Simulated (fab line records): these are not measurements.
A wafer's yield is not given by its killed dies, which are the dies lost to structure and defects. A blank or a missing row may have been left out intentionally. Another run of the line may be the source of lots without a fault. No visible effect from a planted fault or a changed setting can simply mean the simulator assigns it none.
Chamber matching    flow n5 finfet    uv cure-02 running N5_BEOL_M8_CURE_74: 3 sister chambers
The step cures SiCOH lowk, time 240 s. 5 wafers are shown with their chamber, then 8 later ones without.

## WAFERS, EACH WITH ITS CHAMBER
wafer   chamber  wafer_temp_C_max  lamp power pct (%)
L079.3  0        387.8             52.32
L079.6  0        387.1             52.39
L089.5  2        387.9             52.29
L089.6  2        388.1             52.38
L091.1  1        386.3             52.31

## WAFERS WHOSE CHAMBER IS MISSING
wafer   wafer_temp_C_max  lamp power pct (%)
L091.3  386.8             52.31
L091.5  386.4             52.31
L093.1  389.2             52.29
L093.4  388.4             52.34
L093.5  388.7             52.33
L097.1  386.8             52.34
L097.3  386.3             52.33
L097.5  386.9             52.34

## THE CHAMBER EACH PASSED THROUGH
wafer   from the rows above           in truth
L091.3  can't be placed: 1 or 0 or 2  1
L091.5  1                             1
L093.1  can't be placed: 2 or 0       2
L093.4  can't be placed: 2 or 0       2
L093.5  can't be placed: 2 or 0       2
L097.1  can't be placed: 1 or 0 or 2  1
L097.3  1                             1
L097.5  can't be placed: 0 or 1 or 2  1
Placed correctly: 2 of 8. These rows do not allow placing 6 (true chamber among the candidates in 6). 0 placed wrongly.
How it was worked out, from the rows above alone: a wafer's distance from a chamber is the root of the sum, over the readings, of the square of ((its reading less the chamber's mean) divided by the reading's scatter). If the next closest chamber is less than 2 further off than the closest, the wafer can't be placed; otherwise it belongs to the closest. For every chamber, the mean is computed from those of its wafers that are shown. The scatter is the square root of a quotient: the sum, over the shown wafers, of each reading's squared deviation from its chamber's mean, divided by wafers minus chambers.
